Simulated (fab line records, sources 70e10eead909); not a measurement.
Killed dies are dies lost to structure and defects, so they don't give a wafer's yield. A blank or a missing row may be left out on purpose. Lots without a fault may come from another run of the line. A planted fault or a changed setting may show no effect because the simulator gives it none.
Chamber matching | flow nand_harc | NHARC_A_CHANNEL_FILL_D1_ALD_16 on ald_hk-03: 4 sister chambers
The step deposits SiO2, target thk 1.5 nm, pulse time 10 s, ald cycles 15. 4 wafers are shown with their chamber, then 10 later ones without.

WAFERS WITH THEIR CHAMBER
wafer  | chamber | heater_power_w (W)
L083.6 | 0       | 441
L084.5 | 2       | 560
L089.3 | 1       | 516
L089.4 | 3       | 412

WAFERS WITHOUT THEIR CHAMBER
wafer  | heater_power_w (W)
L089.6 | 415
L092.1 | 416
L092.4 | 514
L092.5 | 571
L094.1 | 576
L094.2 | 465
L094.3 | 511
L095.2 | 519
L095.5 | 553
L095.6 | 521

WHICH CHAMBER EACH WENT THROUGH
wafer  | from the rows above | in truth
L089.6 | 3                   | 3
L092.1 | 3                   | 3
L092.4 | 1                   | 1
L092.5 | 2                   | 2
L094.1 | 2                   | 2
L094.2 | 0                   | 0
L094.3 | 1                   | 1
L095.2 | 1                   | 1
L095.5 | 2                   | 2
L095.6 | 1                   | 1
Placed correctly: 10 of 10. Can't be placed from these rows: 0. Placed wrongly: 0.
How it was worked out, from the rows above alone: a wafer's distance from a chamber is the root of the sum, over the readings, of the square of ((its reading less the chamber's mean) divided by the reading's scatter). The wafer belongs to the nearest chamber; if the next one is less than 2 further off, it can't be placed. A chamber's mean is the mean of its shown wafers. The scatter: with one shown wafer a chamber, the root of the mean of the squares of how far each hidden wafer lies from its nearest shown one.
